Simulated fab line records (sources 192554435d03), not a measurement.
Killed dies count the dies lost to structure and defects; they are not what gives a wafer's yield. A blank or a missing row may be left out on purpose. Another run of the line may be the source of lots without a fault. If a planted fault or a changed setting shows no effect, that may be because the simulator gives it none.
Which tool was responsible? + flow n5-finfet + 23 lots with 69 wafers sampled at 3 steps, on a route of 1938 steps

== WHAT THE GAUGES READ, wafer by wafer ==
N5_MOL_CONTACT_COAG_OVL_MEAS_09. Usual: for CA_OVL the level is -0.4 nm and the standard deviation is 0.83.
| lot  | measured     | on         | CA_OVL (nm)    | flag |
|------|--------------|------------|----------------|------|
| L075 | day 4 22:03  | overlay-02 | -0.8 -1.0 -0.6 |      |
| L076 | day 5 03:41  | overlay-02 | -0.5 0.1 0.6   |      |
| L077 | day 5 14:24  | overlay-02 | -1.5 -0.1 -0.8 |      |
| L074 | day 5 15:44  | overlay-01 | -1.1 -0.3 -1.0 |      |
| L078 | day 5 18:34  | overlay-01 | 0.2 -0.7 -0.3  |      |
| L079 | day 5 21:45  | overlay-01 | -0.9 -1.9 -1.0 |      |
| L080 | day 6 04:57  | overlay-02 | -1.4 1.1 -1.0  |      |
| L081 | day 6 11:26  | overlay-02 | -0.4 0.9 -0.5  |      |
| L082 | day 6 22:22  | overlay-01 | 0.1 0.7 0.8    |      |
| L083 | day 7 03:50  | overlay-01 | -0.1 -0.1 -0.7 |      |
| L084 | day 7 08:27  | overlay-02 | -0.5 -0.8 -0.1 |      |
| L085 | day 7 14:29  | overlay-01 | -0.3 -1.7 -1.2 |      |
| L086 | day 7 23:01  | overlay-01 | -1.7 -0.8 -0.4 |      |
| L087 | day 8 04:06  | overlay-02 | 0.3 -0.2 -0.2  |      |
| L088 | day 8 07:49  | overlay-02 | -1.2 -0.5 -0.6 |      |
| L089 | day 8 10:53  | overlay-02 | -1.5 -0.9 -1.9 |      |
| L091 | day 9 00:33  | overlay-01 | 0.3 -2.1 0.3   |      |
| L092 | day 9 03:23  | overlay-01 | -0.3 0.6 -0.9  |      |
| L093 | day 9 10:31  | overlay-02 | 0.9 -0.9 0.7   |      |
| L094 | day 9 16:04  | overlay-01 | 0.1 0.3 -0.4   |      |
| L095 | day 9 23:11  | overlay-01 | -0.5 -0.7 -1.5 |      |
| L096 | day 10 03:15 | overlay-01 | 1.2 -1.1 -0.4  |      |
| L097 | day 10 09:52 | overlay-01 | -0.7 -0.9 -0.3 |      |

== TOOL THAT RAN EACH LOT (tool first, then ch and the chambers of the sampled wafers, then the start) ==
| lot  | N5_GATE_CUT_ETCH_28                | N5_GATE_CUT_STRIP_41               |
|------|------------------------------------|------------------------------------|
| L075 | rie-diel-04 ch 1,2,3, day 4 18:16  | rie-diel-04 ch 1,2,3, day 4 18:28  |
| L076 | rie-diel-04 ch 1,2,3, day 4 23:45  | rie-diel-04 ch 1,2,3, day 4 23:56  |
| L077 | rie-diel-01 ch 1,3, day 5 08:53    | rie-diel-01 ch 1,3, day 5 09:04    |
| L074 | rie-diel-02 ch 1,3, day 5 10:18    | rie-diel-02 ch 1,3, day 5 10:29    |
| L078 | rie-diel-01 ch 0,1,3, day 5 14:42  | rie-diel-01 ch 0,1,3, day 5 14:53  |
| L079 | rie-diel-02 ch 0,1, day 5 17:57    | rie-diel-02 ch 0,1, day 5 18:08    |
| L080 | rie-diel-01 ch 2,3, day 6 00:50    | rie-diel-01 ch 2,3, day 6 01:02    |
| L081 | rie-diel-01 ch 1,2,3, day 6 07:35  | rie-diel-01 ch 1,2,3, day 6 07:47  |
| L082 | rie-diel-04 ch 1,2,3, day 6 18:25  | rie-diel-04 ch 1,2,3, day 6 18:36  |
| L083 | rie-diel-04 ch 1,2, day 7 00:11    | rie-diel-04 ch 1,2, day 7 00:23    |
| L084 | rie-diel-02 ch 1,2,3, day 7 04:47  | rie-diel-02 ch 1,2,3, day 7 04:59  |
| L085 | rie-diel-04 ch 2,3, day 7 10:42    | rie-diel-04 ch 2,3, day 7 10:53    |
| L086 | rie-diel-04 ch 1,2,3, day 7 19:14  | rie-diel-04 ch 1,2,3, day 7 19:26  |
| L087 | rie-diel-04 ch 1,2,3, day 7 23:52  | rie-diel-04 ch 1,2,3, day 8 00:03  |
| L088 | rie-diel-04 ch 0,1,2, day 8 03:13  | rie-diel-04 ch 0,1,2, day 8 03:25  |
| L089 | rie-diel-04 ch 1,2, day 8 07:05    | rie-diel-04 ch 1,2, day 8 07:17    |
| L091 | rie-diel-04 ch 0,1,3, day 8 20:51  | rie-diel-04 ch 0,1,3, day 8 21:02  |
| L092 | rie-diel-04 ch 2,3, day 8 23:43    | rie-diel-04 ch 2,3, day 8 23:55    |
| L093 | rie-diel-01 ch 0,2,3, day 9 06:51  | rie-diel-01 ch 0,2,3, day 9 07:02  |
| L094 | rie-diel-04 ch 0,2, day 9 12:14    | rie-diel-04 ch 0,2, day 9 12:25    |
| L095 | rie-diel-02 ch 2,3, day 9 19:32    | rie-diel-02 ch 2,3, day 9 19:43    |
| L096 | rie-diel-04 ch 1,3, day 9 23:20    | rie-diel-04 ch 1,3, day 9 23:32    |
| L097 | rie-diel-04 ch 1,2,3, day 10 06:04 | rie-diel-04 ch 1,2,3, day 10 06:15 |
- N5_GATE_CUT_ETCH_28: etches underlayer in N2/H2, target depth 13 nm, time 10.4 s.
- N5_GATE_CUT_STRIP_41: strips in CF4.

== WHAT THE TOOLS THEMSELVES READ (means of the sampled wafers that have a number; where no wafer has one, the mark that the record gives instead) ==
N5_GATE_CUT_ETCH_28. Usual: for drypump-motor-current-A, 5.9 A with a standard deviation of 0.59; for etch-rf-on-time-s, 10.5 s with a standard deviation of 0.38; for h2-flow-sccm, 199.9 sccm with a standard deviation of 0.64; for oes-product-au, 0.68 a.u. with a standard deviation of 0.069; for rf-vpp-V, 523.6 V with a standard deviation of 2.4; for showerhead-plenum-p-Torr, 2.54 Torr with a standard deviation of 0.086; for throttle-valve-pct, 17.80 % with a standard deviation of 0.24.
| lot  | tool        | drypump-motor-current-A (A) | etch-rf-on-time-s (s) | h2-flow-sccm (sccm) | oes-product-au (a.u.) | rf-vpp-V (V) | showerhead-plenum-p-Torr (Torr) | throttle-valve-pct (%) | flag |
|------|-------------|-----------------------------|-----------------------|---------------------|-----------------------|--------------|---------------------------------|------------------------|------|
| L075 | rie-diel-04 | 5.8                         | 10.4                  | 200.0               | 0.72                  | 522.9        | 2.51                            | 17.71                  |      |
| L076 | rie-diel-04 | 5.8                         | 10.4                  | 200.0               | 0.72                  | 523.3        | 2.51                            | 17.70                  |      |
| L077 | rie-diel-01 | 6.3                         | 10.8                  | 199.6               | 0.73                  | 525.0        | 2.56                            | 17.65                  |      |
| L074 | rie-diel-02 | 5.6                         | 10.3                  | 200.0               | 0.65                  | 524.0        | 2.54                            | 17.87                  |      |
| L078 | rie-diel-01 | 5.9                         | 10.5                  | 199.7               | 0.74                  | 524.4        | 2.53                            | 17.57                  |      |
| L079 | rie-diel-02 | 5.5                         | 10.6                  | 199.8               | 0.61                  | 525.6        | 2.61                            | 18.13                  |      |
| L080 | rie-diel-01 | 6.6                         | 10.2                  | 199.5               | 0.67                  | 521.8        | 2.49                            | 17.52                  |      |
| L081 | rie-diel-01 | 6.4                         | 10.7                  | 199.7               | 0.69                  | 524.0        | 2.52                            | 17.59                  |      |
| L082 | rie-diel-04 | 5.8                         | 10.5                  | 199.9               | 0.70                  | 521.8        | 2.50                            | 17.73                  |      |
| L083 | rie-diel-04 | 5.5                         | 10.6                  | 200.3               | 0.68                  | 522.2        | 2.50                            | 17.78                  |      |
| L084 | rie-diel-02 | 5.9                         | 10.2                  | 200.3               | 0.69                  | 526.1        | 2.59                            | 17.82                  |      |
| L085 | rie-diel-04 | 6.0                         | 10.6                  | 200.3               | 0.65                  | 520.5        | 2.44                            | 17.65                  |      |
| L086 | rie-diel-04 | 5.8                         | 10.4                  | 199.7               | 0.69                  | 522.1        | 2.50                            | 17.74                  |      |
| L087 | rie-diel-04 | 5.8                         | 10.3                  | 199.5               | 0.69                  | 522.3        | 2.50                            | 17.75                  |      |
| L088 | rie-diel-04 | 5.6                         | 10.6                  | 200.5               | 0.66                  | 524.6        | 2.57                            | 17.92                  |      |
| L089 | rie-diel-04 | 5.5                         | 10.6                  | 200.1               | 0.67                  | 522.3        | 2.50                            | 17.78                  |      |
| L091 | rie-diel-04 | 5.9                         | 10.3                  | 200.8               | 0.69                  | 524.9        | 2.57                            | 17.89                  |      |
| L092 | rie-diel-04 | 6.0                         | 10.6                  | 200.2               | 0.64                  | 519.7        | 2.44                            | 17.67                  |      |
| L093 | rie-diel-01 | 6.1                         | 10.2                  | 200.5               | 0.68                  | 521.7        | 2.48                            | 17.54                  |      |
| L094 | rie-diel-04 | 6.0                         | 10.8                  | 199.8               | 0.61                  | 525.2        | 2.58                            | 17.97                  |      |
| L095 | rie-diel-02 | 6.1                         | 10.5                  | 200.0               | 0.65                  | 525.7        | 2.57                            | 17.96                  |      |
| L096 | rie-diel-04 | 5.6                         | 10.0                  | 200.3               | 0.72                  | 523.9        | 2.55                            | 17.85                  |      |
| L097 | rie-diel-04 | 5.8                         | 10.5                  | 199.8               | 0.67                  | 522.9        | 2.49                            | 17.77                  |      |

N5_GATE_CUT_STRIP_41. Usual: bias-power-w 75.01 W, standard deviation 0.22; drypump-motor-current-A 5.9 A, standard deviation 0.58; oes-product-au 0.185 a.u., standard deviation 0.017; rf-vpp-V 271.0 V, standard deviation 1.5; showerhead-plenum-p-Torr 1.79 Torr, standard deviation 0.046; throttle-valve-pct 13.51 %, standard deviation 0.19.
| lot  | tool        | bias-power-w (W) | drypump-motor-current-A (A) | oes-product-au (a.u.) | rf-vpp-V (V) | showerhead-plenum-p-Torr (Torr) | throttle-valve-pct (%) | flag |
|------|-------------|------------------|-----------------------------|-----------------------|--------------|---------------------------------|------------------------|------|
| L075 | rie-diel-04 | 75.04            | 5.8                         | 0.193                 | 271.1        | 1.78                            | 13.40                  |      |
| L076 | rie-diel-04 | 74.91            | 5.8                         | 0.195                 | 270.9        | 1.77                            | 13.40                  |      |
| L077 | rie-diel-01 | 74.88            | 6.4                         | 0.202                 | 271.4        | 1.81                            | 13.40                  |      |
| L074 | rie-diel-02 | 74.97            | 5.6                         | 0.175                 | 271.5        | 1.80                            | 13.67                  |      |
| L078 | rie-diel-01 | 75.07            | 5.9                         | 0.201                 | 270.8        | 1.78                            | 13.33                  |      |
| L079 | rie-diel-02 | 74.94            | 5.5                         | 0.162                 | 271.9        | 1.81                            | 13.71                  |      |
| L080 | rie-diel-01 | 74.77            | 6.6                         | 0.179                 | 269.6        | 1.77                            | 13.31                  |      |
| L081 | rie-diel-01 | 75.03            | 6.5                         | 0.188                 | 270.1        | 1.78                            | 13.36                  |      |
| L082 | rie-diel-04 | 75.09            | 5.8                         | 0.187                 | 271.7        | 1.77                            | 13.43                  |      |
| L083 | rie-diel-04 | 74.96            | 5.5                         | 0.183                 | 270.6        | 1.77                            | 13.46                  |      |
| L084 | rie-diel-02 | 74.91            | 5.9                         | 0.186                 | 272.0        | 1.84                            | 13.62                  |      |
| L085 | rie-diel-04 | 74.81            | 6.0                         | 0.174                 | 269.7        | 1.74                            | 13.50                  |      |
| L086 | rie-diel-04 | 75.24            | 5.8                         | 0.187                 | 270.3        | 1.77                            | 13.46                  |      |
| L087 | rie-diel-04 | 75.12            | 5.8                         | 0.187                 | 271.5        | 1.77                            | 13.45                  |      |
| L088 | rie-diel-04 | 74.92            | 5.6                         | 0.184                 | 271.8        | 1.80                            | 13.53                  |      |
| L089 | rie-diel-04 | 74.72            | 5.5                         | 0.182                 | 269.5        | 1.76                            | 13.48                  |      |
| L091 | rie-diel-04 | 74.98            | 5.9                         | 0.189                 | 271.7        | 1.81                            | 13.52                  |      |
| L092 | rie-diel-04 | 75.26            | 6.0                         | 0.177                 | 270.0        | 1.74                            | 13.52                  |      |
| L093 | rie-diel-01 | 75.12            | 6.1                         | 0.179                 | 270.8        | 1.76                            | 13.32                  |      |
| L094 | rie-diel-04 | 75.24            | 5.9                         | 0.166                 | 271.4        | 1.82                            | 13.65                  |      |
| L095 | rie-diel-02 | 75.22            | 6.1                         | 0.179                 | 271.3        | 1.84                            | 13.80                  |      |
| L096 | rie-diel-04 | 74.87            | 5.6                         | 0.196                 | 271.9        | 1.79                            | 13.44                  |      |
| L097 | rie-diel-04 | 75.12            | 5.8                         | 0.183                 | 270.4        | 1.76                            | 13.50                  |      |

== THE ANSWER, worked out from the rows above alone ==
Rule: take the mean of a lot's wafers that have a number; if it is more than 3 standard deviations from the usual mean, the lot is off. A lot without any number at a reading at which 4 lots or more have one is off too. Where the step has rows for the other lots, those lots are counted as sound. Order of review: gauges by route order, followed by the tools' own readings, for which a lot's mean as printed above is used. The first step at which some lot is off is used, and at that step the reading that is off furthest; a lot without a number counts as furthest.
Nothing can be told from this: no lot is off at any reading shown.

== WHAT THE SIMULATOR PUT IN ==
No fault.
